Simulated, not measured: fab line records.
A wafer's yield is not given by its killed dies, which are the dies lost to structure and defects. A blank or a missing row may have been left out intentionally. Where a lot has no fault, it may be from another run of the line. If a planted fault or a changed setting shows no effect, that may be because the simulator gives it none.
Chamber matching + flow nand-harc + NHARC_A_CONTACT_ETCH_92 on rie-diel-01: 3 sister chambers
The step etches the open film in CH3F/O2, target depth 40 nm, time 85.7 s. 6 wafers are shown with their chamber, then 7 later ones without.

WAFERS PAIRED WITH THEIR CHAMBERS
| wafer  | chamber | drypump-motor-current-A (A) | rf-vpp-V (V) |
|--------|---------|-----------------------------|--------------|
| L475.1 | 2       | 5.5                         | 242.9        |
| L476.1 | 2       | 5.6                         | 240.8        |
| L476.3 | 1       | 5.7                         | 245.3        |
| L478.5 | 0       | 5.3                         | 245.7        |
| L478.6 | 1       | 5.7                         | 247.4        |
| L483.2 | 0       | 5.3                         | 245.5        |

WAFERS WITHOUT THEIR CHAMBER
| wafer  | drypump-motor-current-A (A) | rf-vpp-V (V) |
|--------|-----------------------------|--------------|
| L483.3 | 5.5                         | 242.7        |
| L486.1 | 5.3                         | 245.1        |
| L486.3 | 5.7                         | 244.9        |
| L486.4 | 5.5                         | 241.8        |
| L487.2 | 5.7                         | 244.9        |
| L487.4 | 5.3                         | 245.1        |
| L487.6 | 5.3                         | 244.9        |

WHICH CHAMBER EACH ONE RAN IN
| wafer  | from the rows above | in truth |
|--------|---------------------|----------|
| L483.3 | 2                   | 2        |
| L486.1 | 0                   | 0        |
| L486.3 | 1                   | 1        |
| L486.4 | 2                   | 2        |
| L487.2 | 1                   | 1        |
| L487.4 | 0                   | 0        |
| L487.6 | 0                   | 0        |
Placed correctly: 7 of 7. Not placeable from these rows: 0. 0 placed wrongly.
How it was worked out, from the rows above alone: a wafer's distance from a chamber is the root of the sum, over the readings, of the square of ((its reading less the chamber's mean) divided by the reading's scatter). If the next closest chamber is less than 2 further off than the closest, the wafer can't be placed; otherwise it belongs to the closest. A chamber's mean is the mean of its shown wafers. The scatter: the root of (the sum of the squares of (reading less its chamber's mean) over the shown wafers, divided by (wafers less chambers)).
